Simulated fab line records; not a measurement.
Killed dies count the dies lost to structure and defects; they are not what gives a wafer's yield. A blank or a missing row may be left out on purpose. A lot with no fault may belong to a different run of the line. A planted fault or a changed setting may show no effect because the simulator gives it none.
Matching of chambers | flow n5-finfet | N5_PASSIVATION_PECVD_01 on pecvd-04 has 3 sister chambers
The step deposits SiNx from SiH4/NH3/N2, target thk 200 nm, time 43.2 s. 14 wafers are shown with their chamber, then 7 later ones without.

== WAFERS PAIRED WITH THEIR CHAMBERS ==
wafer  | chamber | showerhead-plenum-p-Torr (Torr) | throttle-valve-pct (%) | heater-power-w (W)
L615.1 | 0       | 8.69                            | 29.7                   | 458
L615.3 | 2       | 8.53                            | 28.1                   | 402
L615.5 | 1       | 8.70                            | 30.1                   | 365
L622.2 | 1       | 8.72                            | 30.5                   | 307
L622.4 | 1       | 8.71                            | 30.1                   | 310
L622.6 | 0       | 8.68                            | 29.4                   | 458
L621.1 | 1       | 8.69                            | 30.1                   | 368
L621.3 | 0       | 8.70                            | 29.2                   | 441
L621.4 | 0       | 8.70                            | 29.4                   | 445
L623.1 | 1       | 8.69                            | 30.5                   | 283
L623.4 | 1       | 8.71                            | 30.5                   | 296
L623.6 | 0       | 8.69                            | 29.4                   | 342
L628.3 | 2       | 8.52                            | 28.0                   | 405
L628.4 | 2       | 8.52                            | 28.2                   | 414

SIGNATURES, as means of the wafers listed above
reading                  | chamber 0 | chamber 1 | chamber 2 | scatter within a chamber
showerhead-plenum-p-Torr | 8.6920    | 8.7033    | 8.5233    | 0.00991
throttle-valve-pct       | 29.420    | 30.300    | 28.100    | 0.188
heater-power-w           | 428.80    | 321.50    | 407.00    | 38.4
Rule: distance of a wafer from a chamber = root of the sum over the readings of ((wafer's reading minus chamber's mean) / reading's scatter) squared. If the next closest chamber is less than 2 further off than the closest, the wafer can't be placed; otherwise it belongs to the closest. The scatter: the root of (the sum of the squares of (reading less its chamber's mean) over the shown wafers, divided by (wafers less chambers)).

== WAFERS WHOSE CHAMBER IS MISSING ==
wafer  | showerhead-plenum-p-Torr (Torr) | throttle-valve-pct (%) | heater-power-w (W)
L628.5 | 8.69                            | 29.6                   | 453
L635.3 | 8.54                            | 28.0                   | 310
L635.4 | 8.71                            | 29.5                   | 337
L635.5 | 8.54                            | 28.4                   | 326
L634.2 | 8.54                            | 28.3                   | 317
L634.4 | 8.68                            | 29.3                   | 437
L634.6 | 8.53                            | 28.4                   | 329

== EACH ONE'S CHAMBER ==
wafer  | from the rows above     | in truth
L628.5 | 0                       | 0
L635.3 | 2                       | 2
L635.4 | can't be placed: 0 or 1 | 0
L635.5 | 2                       | 2
L634.2 | 2                       | 2
L634.4 | 0                       | 0
L634.6 | 2                       | 2
Correctly placed: 6 of 7. Not placeable from these rows: 1 (in 1, the candidates include the true chamber). Placed wrongly: 0.
